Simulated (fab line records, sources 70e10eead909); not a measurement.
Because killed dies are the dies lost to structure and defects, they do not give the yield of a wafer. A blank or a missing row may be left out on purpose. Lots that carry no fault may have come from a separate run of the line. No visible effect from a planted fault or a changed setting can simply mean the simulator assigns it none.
Matching of chambers :: flow nandHarc :: NHARC_A_STAIRCASE_DEP_417 on pecvd-04: 3 sister chambers
The step deposits Si3N4, target thk 60 nm. 14 wafers are shown with their chamber, then 7 later ones without.

## WAFERS PAIRED WITH THEIR CHAMBERS
wafer: L075.1
chamber: 0
heaterPowerW (W): 800
showerheadVppV (V): 1429
rfFwdPowerW (W): 448.9

wafer: L075.4
chamber: 2
heaterPowerW (W): 535
showerheadVppV (V): 1350
rfFwdPowerW (W): 448.6

wafer: L075.6
chamber: 0
heaterPowerW (W): 806
showerheadVppV (V): 1390
rfFwdPowerW (W): 448.5

wafer: L084.1
chamber: 1
heaterPowerW (W): 671
showerheadVppV (V): 1329
rfFwdPowerW (W): 451.6

wafer: L084.2
chamber: 2
heaterPowerW (W): 621
showerheadVppV (V): 1369
rfFwdPowerW (W): 448.4

wafer: L084.4
chamber: 2
heaterPowerW (W): 628
showerheadVppV (V): 1374
rfFwdPowerW (W): 450.2

wafer: L085.1
chamber: 0
heaterPowerW (W): 836
showerheadVppV (V): 1437
rfFwdPowerW (W): 448.7

wafer: L085.4
chamber: 1
heaterPowerW (W): 642
showerheadVppV (V): 1290
rfFwdPowerW (W): 450.4

wafer: L085.6
chamber: 0
heaterPowerW (W): 831
showerheadVppV (V): 1424
rfFwdPowerW (W): 448.7

wafer: L089.1
chamber: 1
heaterPowerW (W): 620
showerheadVppV (V): 1327
rfFwdPowerW (W): 448.6

wafer: L089.4
chamber: 1
heaterPowerW (W): 617
showerheadVppV (V): 1314
rfFwdPowerW (W): 448.5

wafer: L089.5
chamber: 0
heaterPowerW (W): 810
showerheadVppV (V): 1409
rfFwdPowerW (W): 452.5

wafer: L090.2
chamber: 2
heaterPowerW (W): 686
showerheadVppV (V): 1394
rfFwdPowerW (W): 446.2

wafer: L090.4
chamber: 2
heaterPowerW (W): 677
showerheadVppV (V): 1355
rfFwdPowerW (W): 448.1

SIGNATURES (averages over the wafers above)
reading: heaterPowerW
chamber 0: 816.60
chamber 1: 637.50
chamber 2: 629.40
scatter within a chamber: 39.7

reading: showerheadVppV
chamber 0: 1417.80
chamber 1: 1315.00
chamber 2: 1368.40
scatter within a chamber: 18

reading: rfFwdPowerW
chamber 0: 449.460
chamber 1: 449.775
chamber 2: 448.300
scatter within a chamber: 1.55
Rule: a wafer lies at a distance from a chamber equal to the root of the sum of squares, over the readings, of (its reading less the chamber's mean, divided by the reading's scatter). If the next closest chamber is less than 2 further off than the closest, the wafer can't be placed; otherwise it belongs to the closest. The scatter: take each reading less its chamber's mean, square it, sum over the shown wafers, divide by the number of wafers less the number of chambers, and take the root.

## WAFERS WITH NO CHAMBER GIVEN
wafer: L090.5
heaterPowerW (W): 661
showerheadVppV (V): 1340
rfFwdPowerW (W): 449.1

wafer: L096.1
heaterPowerW (W): 825
showerheadVppV (V): 1436
rfFwdPowerW (W): 449.2

wafer: L096.2
heaterPowerW (W): 598
showerheadVppV (V): 1317
rfFwdPowerW (W): 448.9

wafer: L096.3
heaterPowerW (W): 671
showerheadVppV (V): 1375
rfFwdPowerW (W): 451.0

wafer: L095.1
heaterPowerW (W): 554
showerheadVppV (V): 1303
rfFwdPowerW (W): 447.3

wafer: L095.2
heaterPowerW (W): 639
showerheadVppV (V): 1364
rfFwdPowerW (W): 447.4

wafer: L095.5
heaterPowerW (W): 822
showerheadVppV (V): 1424
rfFwdPowerW (W): 447.4

## CHAMBER TAKEN BY EACH
wafer: L090.5
from the rows above: can't be placed: 1 or 2
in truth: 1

wafer: L096.1
from the rows above: 0
in truth: 0

wafer: L096.2
from the rows above: can't be placed: 1 or 2
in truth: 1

wafer: L096.3
from the rows above: can't be placed: 2 or 1
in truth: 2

wafer: L095.1
from the rows above: can't be placed: 1 or 2
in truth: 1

wafer: L095.2
from the rows above: 2
in truth: 2

wafer: L095.5
from the rows above: 0
in truth: 0
Placed correctly: 3 of 7. Unplaceable from these rows: 4, with the true chamber sitting among the candidates in 4. 0 placed wrongly.
